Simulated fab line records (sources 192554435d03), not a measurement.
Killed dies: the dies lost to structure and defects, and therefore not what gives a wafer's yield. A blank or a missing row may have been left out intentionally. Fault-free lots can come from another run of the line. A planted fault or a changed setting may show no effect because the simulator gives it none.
fab line records | flow n5-finfet
record: lots: 6 | wafers: 18 | last-day: 17
route steps=1938 shown BEOL_M14@1764 BEOL_M15@1773
lots untouched by any fault: they come from a run of this same line in which no faults occurred
start-h: start of the lot's first displayed wafer, in hours after the record's first day | wait-h: time in hours since the lot's previous step | " repeats the value in the row above | L1.1+2: a single row standing in for several wafers | - value missing, or start not given | * or withheld: withheld | < > ~ a bound
route shown NAME@n: a module of which the file shows steps, and the number in the route of the first | usual: mean/standard deviation taken from wafers without a fault | same: alike in all rows | chamber/n: place in a boat | sites: per-site readings | _std_site: standard deviation of those values | _edge_site: the outer-site mean with the inner-site mean subtracted | radius-mm: how far each site lies from the wafer's centre | mask NAME#n: copy n | behind: the tool/chamber that last shaped the wafer | hold: what put the lot on hold/how long, in hours/how the hold closed | device: which transistor (n, p or np) failed to switch | end of line: the same wafers' tests at the end of the route | a step without rows: its recipe alone | killed: not the wafer's yield, but the dies lost to structure and defects at the first sort | map: the dies of a wafer, with x for killed, . for not killed, _ for no die there
set.NAME: setting as actually run; set.NAME@STEP: the setting as run at that earlier step | model.NAME: the simulator's own value behind a step, which no gauge read
certain route steps with their lots: each step a table, each wafer a row
services: the hour from which a tool's chamber was out of use, counted from the record's first day as start-h (under 0 if before that day), plus the number of hours and why
== steps ==
step: N5_BEOL_M14_SPUTTER_45
recipe: material: Cu | target-thk-a: 1000 | temp-c: -20 | bias-v: 60 | power-w: 26000 | chamber-pressure-pa: 0.13 | time-s: 16.67
usual: cathode-dc-power-W: 26000/4.5 | throttle-valve-pct: 30.0/1.1
lot.wafer | tool           | chamber | start-h | wait-h | cathode-dc-power-W | throttle-valve-pct
L694.1    | pvd-sputter-01 | -       | 266.33  | 0.1    | 26003              | 28.5
L694.2    | "              | -       | "       | "      | 26004              | 28.4
L694.6    | "              | -       | "       | "      | 26000              | 30.3
L695.1    | pvd-sputter-02 | -       | 270.26  | 0.0    | 26010              | 29.7
L695.4    | "              | -       | "       | "      | 25995              | 31.4
L695.5    | "              | -       | "       | "      | 25997              | 31.3
L705.1    | pvd-sputter-02 | -       | 328.85  | 0.0    | 26000              | 31.6
L705.3    | "              | -       | "       | "      | 26004              | 30.1
L705.4    | "              | -       | "       | "      | 26004              | 30.9
L704.2    | pvd-sputter-02 | -       | 329.17  | 0.0    | 26001              | 29.8
L704.3    | "              | -       | "       | "      | 26007              | 30.3
L704.6    | "              | -       | "       | "      | 26004              | 30.5
L711.3    | pvd-sputter-01 | -       | 363.27  | 0.0    | 26004              | 29.3
L711.4    | "              | -       | "       | "      | 26004              | 28.6
L711.6    | "              | -       | "       | "      | 25999              | 28.4
L714.4    | pvd-sputter-03 | -       | 386.04  | 0.0    | 26008              | 29.8
L714.5    | "              | -       | "       | "      | 25995              | 30.3
L714.6    | "              | -       | "       | "      | 26004              | 30.7
step: N5_BEOL_M14_ECD_47
recipe: material: Cu | target-thk-a: 12480
step: N5_BEOL_M14_ANNEAL_48
recipe: temp-c: 225 | time-s: 90 | ambient: N2
usual: anneal-temp-c: 225.03/0.16 | anneal-temp-c-max: 225.9/0.33 | wafer_temp_C_max: 226.1/0.32
lot.wafer | tool          | chamber | start-h | wait-h | anneal-temp-c | anneal-temp-c-max | wafer_temp_C_max
L694.1    | rtp-anneal-02 | 0       | 266.77  | 0.2    | 225.12        | 226.0             | 226.6
L694.2    | "             | 0       | "       | "      | 225.07        | 226.1             | 226.3
L694.6    | "             | 0       | "       | "      | 225.05        | 225.7             | 226.7
L695.1    | rtp-anneal-01 | 0       | 270.57  | 0.1    | 225.06        | 226.2             | 225.6
L695.4    | "             | 0       | "       | "      | 225.10        | 226.2             | 225.6
L695.5    | "             | 0       | "       | "      | 225.15        | 226.2             | 225.8
L705.1    | rtp-anneal-02 | 0       | 329.15  | 0.1    | 224.90        | 225.7             | 226.4
L705.3    | "             | 0       | "       | "      | 225.14        | 225.9             | 226.5
L705.4    | "             | 0       | "       | "      | 225.11        | 225.7             | 226.6
L704.2    | rtp-anneal-02 | 0       | 329.52  | 0.2    | 224.97        | 225.9             | 226.0
L704.3    | "             | 0       | "       | "      | 224.90        | 225.6             | 227.2
L704.6    | "             | 0       | "       | "      | 225.08        | 225.6             | 226.3
L711.3    | rtp-anneal-02 | 0       | 363.68  | 0.2    | 225.17        | 225.9             | 226.3
L711.4    | "             | 0       | "       | "      | 225.15        | 226.0             | 226.2
L711.6    | "             | 0       | "       | "      | 225.01        | 225.6             | 226.4
L714.4    | rtp-anneal-02 | 0       | 386.50  | 0.2    | 225.03        | 225.7             | 225.9
L714.5    | "             | 0       | "       | "      | 225.22        | 226.1             | 225.9
L714.6    | "             | 0       | "       | "      | 225.26        | 226.0             | 226.1
step: N5_BEOL_M14_CMP_49
recipe: stop-on: SiO2 | t-overpolish-s: 5.2 | down-force-psi: 2 | platen-rpm: 80 | clearing-platen-down-force-psi: 2 | clearing-platen-rpm: 80 | post-cmp-clean: cu-alkaline | target-thk-nm: 560 | clearing-platen-pad-velocity-m-s: 1.5917 | pad-velocity-m-s: 1.5917
usual: barrier-field-endpoint-s: 11.48/0.28 | motor-current-A: 7.8/0.74 | overpolish-run-s: 5.199/0.0086 | time-to-endpoint-s: 124/4.9
lot.wafer | tool   | chamber | start-h | wait-h | barrier-field-endpoint-s | motor-current-A | overpolish-run-s | time-to-endpoint-s
L694.1    | cmp-01 | 3       | 267.38  | 0.5    | 12.22                    | 8.9             | 5.208            | 134
L694.2    | "      | 0       | "       | "      | 11.80                    | 6.6             | 5.213            | 129
L694.6    | "      | 2       | "       | "      | 12.07                    | 7.7             | 5.218            | 131
L695.1    | cmp-03 | 2       | 270.90  | 0.3    | 10.84                    | 8.1             | 5.197            | 118
L695.4    | "      | 0       | "       | "      | 11.37                    | 8.0             | 5.197            | 128
L695.5    | "      | 1       | "       | "      | 11.19                    | 8.1             | 5.199            | 122
L705.3    | cmp-01 | 0       | 329.45  | 0.2    | 11.64                    | 6.7             | 5.202            | 125
L705.4    | "      | 1       | "       | "      | 11.94                    | 6.8             | 5.191            | 129
L705.1    | "      | 3       | "       | "      | 11.95                    | 9.3             | 5.191            | 130
L704.3    | cmp-01 | 0       | 329.77  | 0.2    | 11.14                    | 6.7             | 5.205            | 117
L704.2    | "      | 2       | "       | "      | 11.61                    | 8.2             | 5.191            | 128
L704.6    | "      | 0       | "       | "      | 11.27                    | 6.9             | 5.203            | 120
L711.3    | cmp-02 | 1       | 363.97  | 0.2    | 11.34                    | 8.6             | 5.210            | 116
L711.4    | "      | 2       | "       | "      | 11.34                    | 7.9             | 5.205            | 122
L711.6    | "      | 3       | "       | "      | 11.25                    | 7.9             | 5.213            | 119
L714.4    | cmp-03 | 0       | 386.70  | 0.2    | 11.76                    | 7.9             | 5.191            | 128
L714.5    | "      | 3       | "       | "      | 11.59                    | 7.8             | 5.201            | 125
L714.6    | "      | 0       | "       | "      | 11.41                    | 7.8             | 5.183            | 131
step: N5_BEOL_M14_THK_MEAS_50
recipe: thk-meas-gauge: xrf | reads: Cu_of_BEOL_M14_ECD_47
usual: M14_THK: 568/15
lot.wafer | tool          | chamber | start-h | wait-h | M14_THK[nm]
L694.1    | film-metro-01 | -       | 267.64  | -      | 571
L694.2    | "             | -       | "       | "      | 548
L694.6    | "             | -       | "       | "      | 560
L695.1    | film-metro-02 | -       | 271.16  | -      | 569
L695.4    | "             | -       | "       | "      | 544
L695.5    | "             | -       | "       | "      | 549
L705.1    | film-metro-02 | -       | 329.74  | -      | 578
L705.3    | "             | -       | "       | "      | 565
L705.4    | "             | -       | "       | "      | 549
L704.2    | film-metro-02 | -       | 330.07  | -      | 588
L704.3    | "             | -       | "       | "      | 553
L704.6    | "             | -       | "       | "      | 578
L711.3    | film-metro-01 | -       | 364.19  | -      | 584
L711.4    | "             | -       | "       | "      | 590
L711.6    | "             | -       | "       | "      | 558
L714.4    | film-metro-01 | -       | 386.95  | -      | 567
L714.5    | "             | -       | "       | "      | 570
L714.6    | "             | -       | "       | "      | 555
step: N5_BEOL_M14_PRE_CLEAN_52
recipe: gas: NH3 | time-s: 15 | temp-c: withheld | rf-power-w: 300
step: N5_BEOL_M14_DEP_53
recipe: material: SiCN | target-thk-a: 500 | temp-c: withheld | precursor: 3MS/NH3 | pressure-torr: 3 | rf-w: 675 | time-s: 17.8
usual: showerhead-plenum-p-Torr: 4.156/0.018 | showerhead-vpp-V: 1572/82 | throttle-valve-pct: 18.2/0.84
lot.wafer | tool     | chamber | start-h | wait-h | showerhead-plenum-p-Torr | showerhead-vpp-V | throttle-valve-pct
L694.1    | pecvd-03 | 1       | 267.70  | 0.0    | 4.137                    | 1747             | 19.4
L694.2    | "        | 2       | "       | "      | 4.166                    | 1558             | 16.8
L694.6    | "        | 0       | "       | "      | 4.172                    | 1498             | 19.3
L695.1    | pecvd-02 | 2       | 271.22  | 0.0    | 4.133                    | 1625             | 17.3
L695.4    | "        | 1       | "       | "      | 4.151                    | 1587             | 17.4
L695.5    | "        | 2       | "       | "      | 4.132                    | 1639             | 17.3
L705.1    | pecvd-03 | 0       | 329.81  | 0.0    | 4.171                    | 1481             | 19.5
L705.3    | "        | 2       | "       | "      | 4.156                    | 1567             | 17.0
L705.4    | "        | 1       | "       | "      | 4.137                    | 1727             | 19.5
L704.2    | pecvd-04 | 2       | 330.13  | 0.0    | 4.131                    | 1490             | 17.3
L704.3    | "        | 1       | "       | "      | 4.169                    | 1488             | 18.4
L704.6    | "        | 1       | "       | "      | 4.174                    | 1520             | 18.4
L711.3    | pecvd-02 | 1       | 364.25  | 0.0    | 4.160                    | 1527             | 17.8
L711.4    | "        | 1       | "       | "      | 4.160                    | 1548             | 17.8
L711.6    | "        | 2       | "       | "      | 4.136                    | 1628             | 17.7
L714.4    | pecvd-02 | 0       | 387.03  | 0.0    | 4.156                    | 1609             | 18.8
L714.5    | "        | 2       | "       | "      | 4.125                    | 1618             | 17.4
L714.6    | "        | 1       | "       | "      | 4.167                    | 1537             | 17.9
step: N5_BEOL_M14_RS_MEAS_54
recipe: thk-meas-gauge: four-point-probe | reads: Cu_of_BEOL_M14_ECD_47+Ta_of_BEOL_M14_SPUTTER_44+TaN_of_BEOL_M14_SPUTTER_43
usual: M14_RS: 0.0334/0.00082
lot.wafer | tool          | chamber | start-h | wait-h | M14_RS[ohm/sq]
L694.1    | film-metro-01 | -       | 267.77  | 0.0    | 0.0332
L694.2    | "             | -       | "       | "      | 0.0347
L694.6    | "             | -       | "       | "      | 0.0340
L695.1    | film-metro-01 | -       | 271.29  | 0.0    | 0.0330
L695.4    | "             | -       | "       | "      | 0.0344
L695.5    | "             | -       | "       | "      | 0.0341
L705.1    | film-metro-02 | -       | 329.87  | 0.0    | 0.0324
L705.3    | "             | -       | "       | "      | 0.0332
L705.4    | "             | -       | "       | "      | 0.0341
L704.2    | film-metro-01 | -       | 330.20  | 0.1    | 0.0321
L704.3    | "             | -       | "       | "      | 0.0343
L704.6    | "             | -       | "       | "      | 0.0327
L711.3    | film-metro-02 | -       | 364.32  | 0.1    | 0.0327
L711.4    | "             | -       | "       | "      | 0.0323
L711.6    | "             | -       | "       | "      | 0.0342
L714.4    | film-metro-02 | -       | 387.08  | 0.0    | 0.0335
L714.5    | "             | -       | "       | "      | 0.0332
L714.6    | "             | -       | "       | "      | 0.0344
step: N5_BEOL_M14_INSPECT_55
recipe: inspect-instrument: darkfield | mode: post-dep
usual: raw-defect-count: 71/21
lot.wafer | tool              | chamber | start-h | wait-h | raw-defect-count
L694.1    | defect-inspect-02 | -       | 267.79  | 0.0    | 83
L694.2    | "                 | -       | "       | "      | 72
L694.6    | "                 | -       | "       | "      | 139
L695.1    | defect-inspect-02 | -       | 271.31  | 0.0    | 55
L695.4    | "                 | -       | "       | "      | 38
L695.5    | "                 | -       | "       | "      | 68
L705.1    | defect-inspect-01 | -       | 329.90  | 0.0    | 75
L705.3    | "                 | -       | "       | "      | 71
L705.4    | "                 | -       | "       | "      | 70
L704.2    | defect-inspect-01 | -       | 330.22  | 0.0    | 72
L704.3    | "                 | -       | "       | "      | 40
L704.6    | "                 | -       | "       | "      | 57
L711.3    | defect-inspect-02 | -       | 364.35  | 0.0    | 93
L711.4    | "                 | -       | "       | "      | 48
L711.6    | "                 | -       | "       | "      | 73
L714.4    | defect-inspect-01 | -       | 387.11  | 0.0    | 78
L714.5    | "                 | -       | "       | "      | 68
L714.6    | "                 | -       | "       | "      | 64
step: N5_BEOL_M15_ILD_DEP_00
recipe: material: SiO2 | target-thk-a: 16293 | temp-c: 400 | precursor: TEOS/O2 | pressure-torr: 6.5 | rf-w: 900 | teos-flow-sccm: 161.4 | gas: O2 | flow-sccm: 2650 | time-s: 346.1
usual: heater-power-w: 535/99 | showerhead-plenum-p-Torr: 8.35/0.036 | showerhead-vpp-V: 1786/48 | throttle-valve-pct: 18.3/0.77
lot.wafer | tool     | chamber | start-h | wait-h | heater-power-w | showerhead-plenum-p-Torr | showerhead-vpp-V | throttle-valve-pct
L694.1    | pecvd-04 | 0       | 267.83  | 0.0    | 505            | 8.40                     | 1719             | 19.3
L694.2    | "        | 2       | "       | "      | 354            | 8.30                     | 1744             | 17.8
L694.6    | "        | 1       | "       | "      | 416            | 8.39                     | 1739             | 18.5
L695.1    | pecvd-02 | 1       | 271.35  | 0.0    | 447            | 8.35                     | 1782             | 18.3
L695.4    | "        | 2       | "       | "      | 509            | 8.30                     | 1863             | 17.8
L695.5    | "        | 0       | "       | "      | 419            | 8.32                     | 1826             | 19.3
L705.1    | pecvd-02 | 1       | 329.94  | 0.0    | 452            | 8.35                     | 1785             | 18.2
L705.3    | "        | 0       | "       | "      | 540            | 8.30                     | 1796             | 19.2
L705.4    | "        | 0       | "       | "      | 424            | 8.32                     | 1851             | 19.3
L704.2    | pecvd-01 | 1       | 330.26  | 0.0    | 483            | 8.40                     | 1724             | 18.5
L704.3    | "        | 2       | "       | "      | 661            | 8.36                     | 1828             | 18.4
L704.6    | "        | 0       | "       | "      | 587            | 8.39                     | 1834             | 17.2
L711.3    | pecvd-01 | 0       | 364.38  | 0.0    | 610            | 8.39                     | 1801             | 16.9
L711.4    | "        | 0       | "       | "      | 473            | 8.36                     | 1802             | 17.4
L711.6    | "        | 1       | "       | "      | 409            | 8.36                     | 1708             | 18.6
L714.4    | pecvd-01 | 2       | 387.25  | 0.1    | 729            | 8.36                     | 1802             | 18.9
L714.5    | "        | 2       | "       | "      | 569            | 8.37                     | 1797             | 18.8
L714.6    | "        | 0       | "       | "      | 465            | 8.39                     | 1810             | 16.9
step: N5_BEOL_M15_THK_MEAS_01
recipe: reads: SiO2_of_BEOL_M15_ILD_DEP_00
usual: M15_ILD_THK: 1631/21
lot.wafer | tool          | chamber | start-h | wait-h | M15_ILD_THK[nm]
L694.1    | film-metro-01 | -       | 268.08  | 0.1    | 1629
L694.2    | "             | -       | "       | "      | 1618
L694.6    | "             | -       | "       | "      | 1640
L695.1    | film-metro-02 | -       | 271.60  | 0.1    | 1629
L695.4    | "             | -       | "       | "      | 1644
L695.5    | "             | -       | "       | "      | 1629
L705.1    | film-metro-02 | -       | 330.19  | 0.1    | 1643
L705.3    | "             | -       | "       | "      | 1627
L705.4    | "             | -       | "       | "      | 1656
L704.2    | film-metro-02 | -       | 330.51  | 0.1    | 1592
L704.3    | "             | -       | "       | "      | 1618
L704.6    | "             | -       | "       | "      | 1620
L711.3    | film-metro-02 | -       | 364.63  | 0.1    | 1613
L711.4    | "             | -       | "       | "      | 1622
L711.6    | "             | -       | "       | "      | 1653
L714.4    | film-metro-01 | -       | 387.50  | 0.1    | 1645
L714.5    | "             | -       | "       | "      | 1640
L714.6    | "             | -       | "       | "      | 1603
step: N5_BEOL_M15_COAT_58
recipe: resist: BARC | temp-c: 205 | time-s: 60 | spin-rpm: 1500 | resist-thk-nm: 89
step: N5_BEOL_M15_COAT_04
recipe: spin-rpm: 1704 | resist-thk-nm: 800
usual: exhaust-pa: 45.0/0.88 | spin-speed-rpm: 1704.1/1.1
lot.wafer | tool           | chamber | start-h | wait-h | exhaust-pa | spin-speed-rpm | model.coat_of_BEOL_M15_COAT_04.thk-nm
L694.1    | litho-track-01 | 0       | 268.11  | -      | 44.9       | 1704.2         | 797
L694.2    | "              | 0       | "       | "      | 46.0       | 1703.1         | 796.6
L694.6    | "              | 0       | "       | "      | 46.5       | 1702.7         | 795.6
L695.1    | litho-track-05 | 0       | 271.64  | -      | 44.9       | 1704.5         | 800.8
L695.4    | "              | 0       | "       | "      | 44.5       | 1704.7         | 801.2
L695.5    | "              | 0       | "       | "      | 46.3       | 1704.3         | 801
L705.1    | litho-track-05 | 0       | 330.22  | -      | 44.6       | 2486.1         | 661.4
L705.3    | "              | 0       | "       | "      | 45.2       | 2483.8         | 662.4
L705.4    | "              | 0       | "       | "      | 44.3       | 2484.4         | 661.4
L704.2    | litho-track-05 | 0       | 330.55  | -      | 44.2       | 2486.4         | 663.8
L704.3    | "              | 0       | "       | "      | 44.8       | 2484.1         | 663
L704.6    | "              | 0       | "       | "      | 45.1       | 2484.9         | 663.2
L711.3    | litho-track-02 | 0       | 364.67  | -      | 45.1       | 1703.7         | 801.6
L711.4    | "              | 0       | "       | "      | 45.6       | 1704.2         | 799.2
L711.6    | "              | 0       | "       | "      | 45.9       | 1704.8         | 801.4
L714.4    | litho-track-02 | 0       | 387.54  | -      | 46.1       | 1703.6         | 801.8
L714.5    | "              | 0       | "       | "      | 44.8       | 1702.4         | 799.8
L714.6    | "              | 0       | "       | "      | 45.5       | 1703.7         | 803
step: N5_BEOL_M15_EBR_06
recipe: solvent: PGMEA | ebr-width-mm: 1.5
step: N5_BEOL_M15_SOFTBAKE_05
recipe: temp-c: 130 | time-s: 60
step: N5_BEOL_M15_EXPOSE_07
recipe: mask-id: V14 | na: 0.8 | source-shape: annular | sigma-inner: 0.5 | sigma-outer: 0.8 | polarization: unpolarized | attpsm-phase-deg: 180 | dose-mj: 41.25
step: N5_BEOL_M15_PEB_08
recipe: peb-temp-c: 130 | peb-time-s: 90
step: N5_BEOL_M15_DEVELOP_09
recipe: develop-time-s: 45 | rinse-liquid: diw | dry: air-spin | dev-temp-c: 21
step: N5_BEOL_M15_HARDBAKE_14
recipe: temp-c: 130 | time-s: 120
step: N5_BEOL_M15_CD_MEAS_10
recipe: target-cd-nm: 360 | landing-energy-ev: 500 | detector: se-inlens | polarity: opening
usual: cd-nm: 360.4/1.9
lot.wafer | tool      | chamber | start-h | wait-h | cd-nm
L694.1    | cd-sem-03 | 0       | 268.38  | -      | 361.8
L694.2    | "         | 0       | "       | "      | 361.5
L694.6    | "         | 0       | "       | "      | 361.4
L695.1    | cd-sem-03 | 0       | 271.91  | -      | 359.5
L695.4    | "         | 0       | "       | "      | 357.6
L695.5    | "         | 0       | "       | "      | 360.3
L705.1    | cd-sem-02 | 0       | 330.49  | -      | 369.3
L705.3    | "         | 0       | "       | "      | 368.9
L705.4    | "         | 0       | "       | "      | 369.4
L704.2    | cd-sem-01 | 0       | 330.82  | -      | 365.7
L704.3    | "         | 0       | "       | "      | 365.7
L704.6    | "         | 0       | "       | "      | 366.6
L711.3    | cd-sem-01 | 0       | 364.94  | -      | 361.2
L711.4    | "         | 0       | "       | "      | 360.3
L711.6    | "         | 0       | "       | "      | 360.3
L714.4    | cd-sem-02 | 0       | 387.94  | -      | 361.5
L714.5    | "         | 0       | "       | "      | 362.6
L714.6    | "         | 0       | "       | "      | 361.7
step: N5_BEOL_M15_OVL_MEAS_11
recipe: points-per-wafer: 44
usual: V14_OVL: 2/7.6
lot.wafer | tool       | chamber | start-h | wait-h | V14_OVL[nm]
L694.1    | overlay-02 | 0       | 268.41  | 0.0    | -2
L694.2    | "          | 0       | "       | "      | -4
L694.6    | "          | 0       | "       | "      | -6
L695.1    | overlay-02 | 0       | 271.94  | 0.0    | -2
L695.4    | "          | 0       | "       | "      | -2
L695.5    | "          | 0       | "       | "      | -5
L705.1    | overlay-01 | 0       | 330.52  | 0.0    | 10
L705.3    | "          | 0       | "       | "      | 12
L705.4    | "          | 0       | "       | "      | 12
L704.2    | overlay-01 | 0       | 330.84  | 0.0    | -7
L704.3    | "          | 0       | "       | "      | -5
L704.6    | "          | 0       | "       | "      | 4
L711.3    | overlay-02 | 0       | 364.97  | 0.0    | 7
L711.4    | "          | 0       | "       | "      | 17
L711.6    | "          | 0       | "       | "      | 8
L714.4    | overlay-02 | 0       | 387.96  | 0.0    | 4
L714.5    | "          | 0       | "       | "      | 0
L714.6    | "          | 0       | "       | "      | 4
step: N5_BEOL_M15_INSPECT_12
recipe: mode: adi | inspect-instrument: macro
usual: raw-defect-count: 2.5/1.6
lot.wafer | tool              | chamber | start-h | wait-h | raw-defect-count
L694.1    | defect-inspect-02 | -       | 268.44  | 0.0    | 3
L694.2    | "                 | -       | "       | "      | 0
L694.6    | "                 | -       | "       | "      | 1
L695.1    | defect-inspect-01 | -       | 271.96  | 0.0    | 3
L695.4    | "                 | -       | "       | "      | 2
L695.5    | "                 | -       | "       | "      | 2
L705.1    | defect-inspect-02 | -       | 330.54  | 0.0    | 0
L705.3    | "                 | -       | "       | "      | 3
L705.4    | "                 | -       | "       | "      | 4
L704.2    | defect-inspect-01 | -       | 330.87  | 0.0    | 0
L704.3    | "                 | -       | "       | "      | 2
L704.6    | "                 | -       | "       | "      | 2
L711.3    | defect-inspect-02 | -       | 364.99  | 0.0    | 2
L711.4    | "                 | -       | "       | "      | 2
L711.6    | "                 | -       | "       | "      | 1
L714.4    | defect-inspect-02 | -       | 387.99  | 0.0    | 5
L714.5    | "                 | -       | "       | "      | 4
L714.6    | "                 | -       | "       | "      | 1
step: N5_BEOL_M15_DESCUM_15
recipe: chemistry: O2 | time-s: 7.9 | source-power-w: 50 | bias-power-w: 20 | pressure-mtorr: 20 | rf-frequency-hz: 2.712e+07 | temp-c: 40 | o2-flow-sccm: 225
step: N5_BEOL_M15_ETCH_59
recipe: chemistry: N2/H2 | target: BARC | target-depth-a: 890 | overetch-a: 267 | time-s: 67.9 | ion-energy-ev: 200 | pressure-mtorr: 30 | source-w: 840 | bias-w: 150 | n2-flow-sccm: 200 | h2-flow-sccm: 200
step: N5_BEOL_M15_VIA_ETCH_16
recipe: chemistry: C4F8/O2/Ar | target: SiO2 | he-inner-torr: 15 | he-outer-torr: 30 | target-depth-a: 17922 | time-s: withheld | ion-energy-ev: 800 | pressure-mtorr: 20 | source-w: 1905 | bias-w: 2040 | Ar_flow_sccm: 400 | C4F8_flow_sccm: 16 | O2_flow_sccm: 12 | ends: cleared
usual: bias-w: 2040/6 | drypump-motor-current-A: 5.7/0.36 | he-outer-torr: 29.99/0.063 | oes-product-au: 0.72/0.083 | rf-vpp-V: 2212/30 | showerhead-plenum-p-Torr: 3.45/0.11 | throttle-valve-pct: 30.84/0.29
lot.wafer | tool        | chamber | start-h | wait-h | bias-w | drypump-motor-current-A | he-outer-torr | oes-product-au | rf-vpp-V | showerhead-plenum-p-Torr | throttle-valve-pct | model.coat_of_BEOL_M15_COAT_04.thk-nm
L694.1    | rie-diel-06 | 0       | 268.56  | 0.0    | 2043   | 5.9                     | 30.05         | 0.81           | 2195     | 3.36                     | 30.83              | 325.2
L694.2    | "           | 3       | "       | "      | 2043   | 5.5                     | 30.03         | 0.76           | 2218     | 3.48                     | 30.69              | 327.8
L694.6    | "           | 2       | "       | "      | 2039   | 5.2                     | 29.96         | 0.62           | 2233     | 3.56                     | 31.31              | 328.8
L695.1    | rie-diel-02 | 0       | 272.08  | 0.0    | 2048   | 5.9                     | 29.83         | 0.86           | 2263     | 3.67                     | 31.36              | 335.4
L695.4    | "           | 0       | "       | "      | 2051   | 5.9                     | 30.05         | 0.86           | 2263     | 3.67                     | 31.37              | 332
L695.5    | "           | 2       | "       | "      | 2036   | 5.8                     | 30.06         | 0.62           | 2200     | 3.50                     | 30.73              | 336
L705.1    | rie-diel-02 | 0       | 330.66  | 0.0    | 2037   | 5.9                     | 29.95         | 0.81           | 2262     | 3.66                     | 31.39              | 192.2
L705.3    | "           | 1       | "       | "      | 2034   | 5.2                     | 30.06         | 0.64           | 2161     | 3.27                     | 30.49              | 191.4
L705.4    | "           | 2       | "       | "      | 2040   | 5.8                     | 29.95         | 0.61           | 2198     | 3.49                     | 30.77              | 189.4
L704.2    | rie-diel-02 | 1       | 331.64  | 0.0    | 2033   | 5.2                     | 29.99         | 0.64           | 2161     | 3.27                     | 30.48              | 201.4
L704.3    | "           | 3       | "       | "      | 2050   | 6.4                     | 29.90         | 0.83           | 2164     | 3.37                     | 30.64              | 193.2
L704.6    | "           | 0       | "       | "      | 2031   | 5.9                     | 29.96         | 0.82           | 2264     | 3.66                     | 31.38              | 200.2
L711.3    | rie-diel-01 | 2       | 365.11  | 0.0    | 2044   | 5.6                     | 29.96         | 0.63           | 2203     | 3.41                     | 30.69              | 341.2
L711.4    | "           | 0       | "       | "      | 2030   | 5.4                     | 30.06         | 0.68           | 2233     | 3.45                     | 31.18              | 325.4
L711.6    | "           | 2       | "       | "      | 2040   | 5.6                     | 29.95         | 0.63           | 2205     | 3.41                     | 30.68              | 331.4
L714.4    | rie-diel-01 | 3       | 388.11  | 0.0    | 2023   | 5.9                     | 29.94         | 0.69           | 2205     | 3.55                     | 30.77              | 329.4
L714.5    | "           | 2       | "       | "      | 2052   | 5.6                     | 30.04         | 0.63           | 2204     | 3.41                     | 30.71              | 332.2
L714.6    | "           | 1       | "       | "      | 2026   | 6.4                     | 30.10         | 0.73           | 2239     | 3.36                     | 30.96              | 343.4
step: N5_BEOL_M15_STRIP_63
recipe: chemistry: O2 | power-w: 600 | temp-c: 60 | pressure-mtorr: 30 | rf-frequency-hz: 6e+07 | bias-power-w: 0 | overash-fraction: 0.3 | o2-flow-sccm: 225
== services ==
tool           | chamber | start-h | hours | kind
pecvd-01       | -       | 249.84  | 0.6   | repair
rie-diel-06    | 1       | 250.77  | 15.2  | repair
pecvd-01       | -       | 269.73  | 1.0   | repair
pecvd-04       | -       | 270.16  | 2.9   | repair
cmp-01         | -       | 278.69  | 4.5   | pm
pecvd-04       | 2       | 282.31  | 4.7   | repair
pecvd-04       | -       | 290.23  | 1.7   | repair
cmp-03         | -       | 297.55  | 4.0   | pm
rie-diel-01    | 1       | 306.06  | 3.2   | repair
cmp-03         | -       | 316.37  | 1.2   | repair
rie-diel-01    | 2       | 317.52  | 13.2  | repair
rie-diel-01    | -       | 331.02  | 28.1  | pm
pvd-sputter-01 | -       | 331.34  | 3.0   | repair
cmp-03         | -       | 333.87  | 1.7   | repair
pvd-sputter-01 | -       | 337.39  | 1.7   | repair
rie-diel-02    | 3       | 337.71  | 39.6  | repair
cmp-03         | -       | 346.48  | 0.3   | repair
pecvd-01       | -       | 357.40  | 1.4   | repair
cmp-01         | -       | 359.86  | 4.4   | pm
rie-diel-01    | 1       | 364.05  | 3.9   | repair
cmp-03         | -       | 364.83  | 0.5   | repair
rie-diel-02    | 2       | 370.56  | 11.4  | repair
rie-diel-02    | 0       | 374.23  | 10.2  | repair
rie-diel-01    | 3       | 376.43  | 7.4   | repair
== key ==
first-sign: step: N5_BEOL_M15_COAT_04 | reading: spin-speed-rpm | direction: up | sigmas: 99+ | usual: * | struck: *
effect: step: N5_BEOL_M15_CD_MEAS_10 | reading: cd-nm | direction: up | sigmas: 3.8 | usual: 360.4 | struck: 367.6
model-effect: step: N5_BEOL_M15_COAT_04 | value: coat_of_BEOL_M15_COAT_04.thk-nm | without: 800.1 | struck: 662.5
model-effect: step: N5_BEOL_M15_VIA_ETCH_16 | value: coat_of_BEOL_M15_COAT_04.thk-nm | without: 332.3 | struck: 194.6
met-at N5_BEOL_M15_COAT_04
struck-wafers L704.2,L704.3,L704.6,L705.1,L705.3,L705.4
onset-between 271.64 330.22
fault: kind: process-parameter-drift | tool: litho-track-05 | chamber: - | onset-h: 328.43 | steps: N5_BEOL_M15_COAT_04 | channel: spin-rpm | offset: * | shape: step | end-h: 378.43 | acts-in: * | stated: *
